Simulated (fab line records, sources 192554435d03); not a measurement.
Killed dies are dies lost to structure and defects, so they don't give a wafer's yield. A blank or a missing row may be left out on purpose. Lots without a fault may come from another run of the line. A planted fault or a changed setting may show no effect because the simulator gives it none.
A struck lot beside a sound one | flow n5_finfet | 42 steps out of a route of 1938
Sound: wafers L702.1, L702.2, L702.3. Struck: wafer L693.6. (L693.1, L693.5 of the same lot were not struck and are left out.) The cause comes at the end.
At each step with rows: each side's tool, then ch and its chambers, then its first start. Under that, the readings that differ: sound wafers | struck wafers | difference of the means | sigmas: that difference in standard deviations of wafers without a fault.
alike: readings whose means differ by less than 2 such deviations, and words and numbers that are the same on both sides. not compared: withheld readings, readings that some wafer has no value for, bounds like >300 that may hide the same value, and numbers for which the record gives no deviation and whose values overlap.
The two part at a step that has a row with sigmas, a row that says differs or no value, or rows on one side only. Numbers that don't overlap but have no deviation are shown without sigmas and don't part them. A reading that every wafer of one side lacks parts them only if that side has two wafers or more.

first, 11 steps without rows for these wafers: N5_BEOL_M0_SAQP_STRIP_113 (strips in CHF3/O2); N5_BEOL_M0_SAQP_MANDREL_ETCH_20 (etches a-Si in HBr/Cl2, stops on SiNx, target depth 60 nm, bt time 10 s, time 30 s); N5_BEOL_M0_SAQP_STRIP_86 (strips in N2/H2); N5_BEOL_M0_SAQP_STRIP_115 (strips in post etch residue remover, time 60 s); N5_BEOL_M0_SAQP_SRD_93 (time 30 s); N5_BEOL_M0_SAQP_RECESS_114 (chemistry HF/NH3, target SiO2, target depth 14.4 nm, afs cycles 3, sublimation time 60 s); N5_BEOL_M0_SAQP_SPACER1_ALD_98 (deposits SiO2, target thk 12.8 nm, pulse time 1 s, purge time 2 s); N5_BEOL_M0_SAQP_SPACER1_ETCHBACK_99 (etches SiO2 in CHF3/O2, target depth 15.4 nm, time 7.7 s); N5_BEOL_M0_SAQP_MANDREL1_REMOVE_100 (chemistry HBr/Cl2/O2, target a-Si, stops on SiNx, bt time 10 s); N5_BEOL_M0_SAQP_ETCH_101 (etches SiNx in CH3F/O2, target depth 29.9 nm, time 42.7 s); N5_BEOL_M0_SAQP_ETCH_102 (etches SiO2 in CF4, target depth 4 nm, time 4.4 s).
N5_BEOL_M0_SAQP_MANDREL_ETCH_103: etches a-Si in HBr/Cl2, stops on SiCN, target depth 45 nm, bt time 10 s, time 27 s.
  sound on rie_si-03 ch 0,1,2, day 10 04:44; struck on rie_si-04 ch 0, day 7 19:41
  reading                                         | sound       | struck | difference | sigmas
  model.SiCN_of_BEOL_M0_SAQP_PECVD_03.thk_nm (nm) | 8.4 8.4 8.6 | 6.6    | -1.9       |
  alike: chamber_pressure_mTorr, drypump_motor_current_A, oes_product_au, rf_fwd_power_W, throttle_valve_pct
  not compared: rf_hours_counter_h
then, 5 steps without rows for these wafers: N5_BEOL_M0_SAQP_RECESS_104 (chemistry HF/NH3, target SiO2, target depth 18 nm, afs cycles 3, sublimation time 60 s); N5_BEOL_M0_SAQP_COAT_105 (time 60 s, resist thk 100 nm); N5_BEOL_M0_SAQP_ETCH_106 (etches SOC in N2/H2, stops on SiNx, target depth 150 nm); N5_BEOL_M0_SAQP_ETCH_107 (etches SiNx in CH3F/O2, target depth 30 nm); N5_BEOL_M0_SAQP_STRIP_108 (strips in N2/H2).
N5_BEOL_M0_SAQP_RECESS_109: chemistry HF/NH3, target SiO2, target depth 3 nm, afs cycles 1, sublimation time 60 s.
  sound on vapor_etch-02 ch 0,1, day 10 06:44; struck on vapor_etch-02 ch 0, day 7 20:23
  reading                                         | sound     | struck | difference | sigmas
  model.SiCN_of_BEOL_M0_SAQP_PECVD_03.thk_nm (nm) | 8 8.2 8.4 | 6.4    | -1.8       |
  alike: drypump_motor_current_A
then, 19 steps without rows for these wafers: N5_BEOL_M0_SAQP_SPACER2_ALD_26 (deposits SiO2, target thk 15 nm, pulse time 1 s, purge time 2 s); N5_BEOL_M0_SAQP_SPACER2_ETCHBACK_27 (etches SiO2 in CHF3/O2, target depth 22.5 nm, time 11.25 s); N5_BEOL_M0_SAQP_MANDREL2_REMOVE_110 (chemistry HBr/Cl2/O2, target a-Si, stops on SiCN, bt time 10 s); N5_BEOL_M0_SAQP_COAT_69 (time 60 s, resist thk 90 nm); N5_BEOL_M0_SAQP_COAT_72 (time 60 s, resist thk 15 nm); N5_BEOL_M0_SAQP_COAT_87 (time 60 s, resist thk 5 nm); N5_BEOL_M0_SAQP_COAT_34 (resist thk 30 nm); N5_BEOL_M0_SAQP_EBR_36; N5_BEOL_M0_SAQP_SOFTBAKE_35 (time 60 s); N5_BEOL_M0_SAQP_EXPOSE_37 (exposes mask M0 CUT1, target cd 30 nm); N5_BEOL_M0_SAQP_PEB_38 (peb time 60 s); N5_BEOL_M0_SAQP_DEVELOP_39 (develop time 30 s); N5_BEOL_M0_SAQP_DESCUM_45 (chemistry O2, time 7 s); N5_BEOL_M0_SAQP_ETCH_88 (etches underlayer in N2/H2, target depth 6.5 nm, time 5.2 s); N5_BEOL_M0_SAQP_ETCH_73 (etches SiARC in CF4, target depth 19.5 nm, time 32.5 s); N5_BEOL_M0_SAQP_CUT_ETCH_46 (etches SOC in N2/H2, target depth 135 nm, overetch 27 nm, time 202.5 s); N5_BEOL_M0_SAQP_STRIP_74 (strips in N2/H2); N5_BEOL_M0_SAQP_STRIP_89 (strips in N2/H2); N5_BEOL_M0_SAQP_ALD_48 (deposits SiO2, target thk 20 nm, pulse time 1 s, co reactant pulse time 1 s).
N5_BEOL_M0_ETCH_138: etches SiCN in CH3F/O2, target depth 12 nm, time 31.6 s.
  sound on rie_diel-03 ch 1,2,3, day 10 10:54; struck on rie_diel-04 ch 3, day 8 00:22
  reading                                               | sound            | struck | difference | sigmas
  drypump_motor_current_A (A)                           | 5.8 5.2 4.7      | 6.4    | +1.2       | +3
  etch_rf_on_time_s (s)                                 | 27.0 28.1 27.7   | 22.4   | -5.2       | -5
  model.etch.depth_nm (nm)                              | 7.992 8.15 8.305 | 6.351  | -1.798     |
  model.SiO2_of_BEOL_M0_SAQP_SPACER2_ALD_26.thk_nm (nm) | 5 5.4 5          | 5.8    | +0.7       |
  alike: chamber_pressure_mTorr, oes_product_au, rf_fwd_power_W, rf_vpp_V, showerhead_plenum_p_Torr, throttle_valve_pct
  not compared: rf_hours_counter_h
N5_BEOL_M0_HM_OPEN_105: chemistry Cl2/BCl3, target TiN, target depth 12 nm.
  sound on rie_metal-01 ch 0,1, day 10 14:58; struck on rie_metal-02 ch 1, day 8 00:30
  reading                                               | sound       | struck | difference | sigmas
  model.SiO2_of_BEOL_M0_SAQP_SPACER2_ALD_26.thk_nm (nm) | 2.8 2.8 2.8 | 3.4    | +0.6       |
  alike: bcl3_flow_sccm, chamber_pressure_mTorr, drypump_motor_current_A, oes_product_au, rf_fwd_power_W, throttle_valve_pct
  not compared: rf_hours_counter_h
N5_BEOL_M0_ETCH_128: etches SiCN in CF4/N2, target depth 12 nm, overetch 5.1 nm, time 21.4 s.
  sound on rie_diel-04 ch 0,1,3, day 10 15:17; struck on rie_diel-05 ch 3, day 8 00:49
  reading                  | sound            | struck | difference | sigmas
  model.etch.depth_nm (nm) | 7.992 8.15 8.305 | 12     | +4         |
  alike: chamber_pressure_mTorr, drypump_motor_current_A, oes_product_au, rf_fwd_power_W, rf_vpp_V, showerhead_plenum_p_Torr, throttle_valve_pct
  not compared: rf_hours_counter_h
-- the record jumps here: 2 days lie between the struck wafers' starts before and after (it left off in module BEOL_M0 and takes up again in module BEOL_M4, whose first step shown is number 1111 of the route) --
N5_BEOL_M4_RC_MEAS_101:
  sound on prober-02 ch 0, day 12 14:29; struck on prober-02 ch 0, day 10 08:27
  alike: DIBL_N, DIBL_P, IOFF_N, IOFF_P, ION_N, ION_P, SS_N, SS_P, VT_N, VT_P
-- the record jumps here: 5 days lie between the struck wafers' starts before and after (it left off in module BEOL_M4 and takes up again in module PASSIVATION, whose first step shown is number 1936 of the route) --
N5_PASSIVATION_PROBE_49:
  sound on prober-01, day 16 16:14; struck on prober-02, day 14 23:26
  alike: defect_limited_yield, killed_at_M0_to_M3, killed_at_M4_up, killed_at_contacts, killed_at_front_end, killed_at_other, killed_dies, killed_open, killed_short, sort_bin_4_leakage, sort_bin_5_function, sort_bin_6_memory, sort_bin_8_speed, sort_n_pass

WHERE THEY PART
Only at N5_BEOL_M0_ETCH_138, within this record. Later steps at which nothing parts them and some readings are alike: N5_BEOL_M0_HM_OPEN_105, N5_BEOL_M0_ETCH_128, N5_BEOL_M4_RC_MEAS_101, N5_PASSIVATION_PROBE_49.

WHY: what the simulator had put in
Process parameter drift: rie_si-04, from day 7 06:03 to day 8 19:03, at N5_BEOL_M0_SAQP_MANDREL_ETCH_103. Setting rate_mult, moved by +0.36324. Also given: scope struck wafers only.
